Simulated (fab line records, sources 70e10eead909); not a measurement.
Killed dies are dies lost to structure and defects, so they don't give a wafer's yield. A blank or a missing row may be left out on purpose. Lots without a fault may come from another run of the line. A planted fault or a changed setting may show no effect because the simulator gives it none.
Which tool did it? | flow nand_harc | 12 lots, 36 wafers sampled, at 6 steps of a route of 1302

WHAT THE GAUGES READ, wafer by wafer
NHARC_END_SORT_01.
lot  | measured     | on        | defect_limited_yield (%) | killed_at_array | killed_at_other | killed_at_periphery | killed_dies | killed_open | killed_short | sort_bin_2_pct (%) | sort_bin_3_pct (%) | sort_bin_4_pct (%) | sort_n_pass | sort_rim_yield_pct (%) | sort_yield_pct (%)
L350 | day 28 19:47 | prober-01 | 89.5                     | 66              | 3               | 2                   | 71          | 3           | 3            | 4.6                | 0.4                | 5.5                | 606         | 92                     | 89.5

WHICH TOOL RAN EACH LOT (tool, then ch and the chambers of the sampled wafers, then the start)
lot  | NHARC_P_M0_PRE_CLEAN_29                 | NHARC_P_M1_DESCUM_14               | NHARC_P_M1_PRE_CLEAN_30                 | NHARC_P_M1_ECD_22              | NHARC_P_M1_CMP_23
L339 | pvd_sputter-03, day 6 10:35 or earlier  | rie_diel-11 ch 1,2,3, day 6 10:35  | pvd_sputter-01, day 6 11:59 or earlier  | ecd_cu-01 ch 0,1, day 6 11:59  | cmp-01 ch 0,3, day 6 12:40
L340 | pvd_sputter-02, day 6 18:29 or earlier  | rie_diel-03 ch 0,1,3, day 6 18:29  | pvd_sputter-03, day 6 19:51 or earlier  | ecd_cu-01 ch 0,1, day 6 19:51  | cmp-02 ch 0,1,2, day 6 20:38
L341 | pvd_sputter-02, day 6 22:45 or earlier  | rie_diel-03 ch 1,2,3, day 6 22:45  | pvd_sputter-01, day 7 00:07 or earlier  | ecd_cu-02 ch 0,1, day 7 00:07  | cmp-01 ch 0,2,3, day 7 00:52
L342 | pvd_sputter-03, day 7 17:22 or earlier  | rie_diel-03 ch 1,3, day 7 17:22    | pvd_sputter-02, day 7 18:48 or earlier  | ecd_cu-02 ch 0,1, day 7 18:48  | cmp-01 ch 0,3, day 7 19:31
L344 | pvd_sputter-01, day 8 12:05 or earlier  | rie_diel-11 ch 1,2,3, day 8 12:05  | pvd_sputter-01, day 8 13:28 or earlier  | ecd_cu-02 ch 0,1, day 8 13:28  | cmp-02 ch 1,2,3, day 8 14:11
L346 | pvd_sputter-01, day 9 03:40 or earlier  | rie_diel-03 ch 1,3, day 9 03:40    | pvd_sputter-01, day 9 05:10 or earlier  | ecd_cu-01 ch 0,1, day 9 05:10  | cmp-02 ch 0,1,3, day 9 05:51
L350 | pvd_sputter-03, day 10 21:13 or earlier | rie_diel-04 ch 0,1,3, day 10 21:13 | pvd_sputter-03, day 10 22:43 or earlier | ecd_cu-01 ch 0,1, day 10 22:43 | cmp-01 ch 0,3, day 10 23:23
L351 | pvd_sputter-02, day 11 02:51 or earlier | rie_diel-11 ch 0,2,3, day 11 02:51 | pvd_sputter-01, day 11 04:14 or earlier | ecd_cu-02 ch 0,1, day 11 04:14 | cmp-02 ch 0,1,3, day 11 04:56
L354 | pvd_sputter-02, day 12 07:31 or earlier | rie_diel-11 ch 1,2, day 12 07:31   | pvd_sputter-03, day 12 09:00 or earlier | ecd_cu-01 ch 0, day 12 09:00   | cmp-01 ch 0,1,3, day 12 09:43
L355 | pvd_sputter-03, day 12 22:59 or earlier | rie_diel-11 ch 0,1,2, day 12 22:59 | pvd_sputter-01, day 13 00:25 or earlier | ecd_cu-02 ch 1, day 13 00:25   | cmp-03 ch 2,3, day 13 01:05
L356 | pvd_sputter-02, day 13 04:06 or earlier | rie_diel-03 ch 0,2,3, day 13 04:06 | pvd_sputter-02, day 13 05:45 or earlier | ecd_cu-02 ch 0,1, day 13 05:45 | cmp-03 ch 0,3, day 13 06:27
L362 | pvd_sputter-01, day 16 02:58 or earlier | rie_diel-03 ch 0,1,2, day 16 02:58 | pvd_sputter-01, day 16 04:25 or earlier | ecd_cu-01 ch 0,1, day 16 04:25 | cmp-01 ch 0,1, day 16 05:05
- NHARC_P_M0_PRE_CLEAN_29: time 30 s.
- NHARC_P_M1_DESCUM_14: chemistry O2, time 3 s.
- NHARC_P_M1_PRE_CLEAN_30: time 30 s.
- NHARC_P_M1_ECD_22: material Cu, target thk 400 nm.
- NHARC_P_M1_CMP_23: polishes, t overpolish 20 s, target thk 157.82 nm.

WHAT THE TOOLS THEMSELVES READ (means of the sampled wafers that have a number; where no wafer has one, the mark that the record gives instead)
NHARC_P_M0_PRE_CLEAN_29.
lot  | tool           | heater_power_w (W)
L339 | pvd_sputter-03 | 439
L340 | pvd_sputter-02 | 394
L341 | pvd_sputter-02 | 374
L342 | pvd_sputter-03 | 424
L344 | pvd_sputter-01 | 426
L346 | pvd_sputter-01 | 400
L350 | pvd_sputter-03 | 417
L351 | pvd_sputter-02 | 387
L354 | pvd_sputter-02 | 440
L355 | pvd_sputter-03 | 428
L356 | pvd_sputter-02 | 395
L362 | pvd_sputter-01 | 395

NHARC_P_M1_DESCUM_14.
lot  | tool        | chamber_pressure_mTorr (mTorr) | drypump_motor_current_A (A) | oes_product_au (a.u.) | rf_vpp_V (V) | showerhead_plenum_p_Torr (Torr) | throttle_valve_pct (%)
L339 | rie_diel-11 | 60.01                          | 5.8                         | 1.005                 | 57.5         | 1.87                            | 11.308
L340 | rie_diel-03 | 59.97                          | 5.4                         | 0.997                 | 57.3         | 1.88                            | 11.315
L341 | rie_diel-03 | 59.98                          | 5.2                         | 0.992                 | 58.1         | 1.89                            | 11.313
L342 | rie_diel-03 | 59.96                          | 5.3                         | 1.004                 | 57.7         | 1.91                            | 11.318
L344 | rie_diel-11 | 60.03                          | 5.8                         | 1.003                 | 57.6         | 1.87                            | 11.308
L346 | rie_diel-03 | 59.99                          | 5.4                         | 1.007                 | 57.9         | 1.91                            | 11.312
L350 | rie_diel-04 | 60.04                          | 6.2                         | 1.009                 | 57.1         | 1.92                            | 11.305
L351 | rie_diel-11 | 59.95                          | 5.5                         | 1.008                 | 57.5         | 1.84                            | 11.317
L354 | rie_diel-11 | 59.98                          | 5.4                         | 1.001                 | 56.9         | 1.85                            | 11.316
L355 | rie_diel-11 | 60.06                          | 5.6                         | 1.005                 | 57.4         | 1.84                            | 11.307
L356 | rie_diel-03 | 60.05                          | 5.2                         | 0.984                 | 57.8         | 1.86                            | 11.312
L362 | rie_diel-03 | 60.00                          | 5.3                         | 0.995                 | 57.7         | 1.86                            | 11.312

NHARC_P_M1_PRE_CLEAN_30.
lot  | tool           | heater_power_w (W)
L339 | pvd_sputter-01 | 389
L340 | pvd_sputter-03 | 438
L341 | pvd_sputter-01 | 400
L342 | pvd_sputter-02 | 406
L344 | pvd_sputter-01 | 425
L346 | pvd_sputter-01 | 406
L350 | pvd_sputter-03 | 410
L351 | pvd_sputter-01 | 377
L354 | pvd_sputter-03 | 430
L355 | pvd_sputter-01 | 427
L356 | pvd_sputter-02 | 386
L362 | pvd_sputter-01 | 373

NHARC_P_M1_CMP_23.
lot  | tool   | motor_current_A (A) | time_to_endpoint_s (s)
L339 | cmp-01 | 11.6                | 29
L340 | cmp-02 | 12.3                | 25
L341 | cmp-01 | 11.3                | 31
L342 | cmp-01 | 11.9                | 28
L344 | cmp-02 | 11.9                | 31
L346 | cmp-02 | 12.2                | 29
L350 | cmp-01 | 12.1                | 28
L351 | cmp-02 | 12.1                | 32
L354 | cmp-01 | 11.2                | 26
L355 | cmp-03 | 11.0                | 20
L356 | cmp-03 | 12.9                | 19
L362 | cmp-01 | 10.9                | 26

THE ANSWER, worked out from the rows above alone
Rule: what is usual is taken from the lots themselves. Put in order of their means at a reading, lots are off if they are a third of the lots or fewer, leave a main group of 4 or more, and stand apart from it by a gap of 3 or more times the standard deviation of the main group's means; of several such gaps the widest counts. A main group whose means are all the same, to the digits that the tables above print for the reading, isn't used. A lot without any number at a reading at which 4 lots or more have one is off too. The other lots that the step has rows for count as sound. The gauges are gone through in route order, then the tools' own readings, and for those a lot's mean is taken as printed above. The first step at which some lot is off is used, and at that step the reading that is off furthest; a lot without a number counts as furthest.
No lot is off at any reading shown: from this, nothing can be told.

WHAT THE SIMULATOR HAD PUT IN
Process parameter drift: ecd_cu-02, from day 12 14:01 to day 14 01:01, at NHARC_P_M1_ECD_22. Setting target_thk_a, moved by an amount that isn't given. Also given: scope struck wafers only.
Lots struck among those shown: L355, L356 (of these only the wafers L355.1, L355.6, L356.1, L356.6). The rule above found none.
